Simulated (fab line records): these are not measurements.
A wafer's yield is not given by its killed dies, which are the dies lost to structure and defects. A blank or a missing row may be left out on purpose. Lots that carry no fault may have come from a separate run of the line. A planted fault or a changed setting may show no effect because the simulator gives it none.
The tool behind it: which one? -- flow nandHarc -- Sampling: 6 lots, 18 wafers, 4 of 1159 route steps

## WHAT THE GAUGES SHOWED, per wafer
NHARC_A_ONON_D1_THK_MEAS_21: measures by ellipsometry.
lot,measured,on,thkNm (nm)
L141,day 7 18:35,filmMetro-01,1000 998 998
L145,day 9 09:10,filmMetro-02,982 983 983
L153,day 11 08:26,filmMetro-01,1012 1013 1012
L156,day 12 04:40,filmMetro-02,1010 1011 1009
L159,day 12 13:40,filmMetro-01,1009 1010 1009
L161,day 13 02:40,filmMetro-01,998 997 997

## WHAT TOOL EACH LOT RAN ON (gives the tool, then ch and the chambers of the sampled wafers, and finally the start)
lot,NHARC_P_BONDPAD_PVD_27,NHARC_P_BONDPAD_CMP_19,NHARC_A_ONON_D1_DEP_19
L141,"pvdSputter-01, day 6 07:16 or earlier","cmp-02 ch 0,1,2, day 6 07:16","pecvdOnon-04 ch 0, day 7 18:11"
L145,"pvdSputter-02, day 7 20:05 or earlier","cmp-03 ch 2,3, day 7 20:05","pecvdOnon-03 ch 0, day 9 08:39"
L153,"pvdSputter-03, day 9 21:04 or earlier","cmp-03 ch 1,2,3, day 9 21:04","pecvdOnon-01 ch 0, day 11 07:55"
L156,"pvdSputter-03, day 10 19:44 or earlier","cmp-02 ch 1,3, day 10 19:44","pecvdOnon-04 ch 0, day 12 04:10"
L159,"pvdSputter-02, day 11 05:08 or earlier","cmp-02 ch 1,2,3, day 11 05:08","pecvdOnon-01 ch 0, day 12 13:08"
L161,"pvdSputter-01, day 11 16:35 or earlier","cmp-04 ch 0,3, day 11 16:35","pecvdOnon-04 ch 0, day 13 02:17"
- NHARC_P_BONDPAD_PVD_27: deposits Cu, target thk 30 nm, time 20.49 s.
- NHARC_P_BONDPAD_CMP_19: polishes, t overpolish 30 s, cu recess touch 16 s, target thk 160.81 nm.
- NHARC_A_ONON_D1_DEP_19: target thk 1000 nm.

## THE ANSWER, worked out from the rows above alone
Rule: usual is defined by the lots themselves. The widest of any qualifying gaps counts: lots, ordered by their means at a reading, are off when they make up no more than a third of the lots, leave a main group of 4 or more, and stand apart from it by 3 or more times the standard deviation of that group's means. Not used: any main group whose means are identical at the precision the tables above print for the reading. A lot without any number at a reading at which 4 lots or more have one is off too. The other lots that the step has rows for count as sound.
Across all readings shown, no lot is off: no conclusion can be drawn from this.

## WHAT WAS PUT IN BY THE SIMULATOR
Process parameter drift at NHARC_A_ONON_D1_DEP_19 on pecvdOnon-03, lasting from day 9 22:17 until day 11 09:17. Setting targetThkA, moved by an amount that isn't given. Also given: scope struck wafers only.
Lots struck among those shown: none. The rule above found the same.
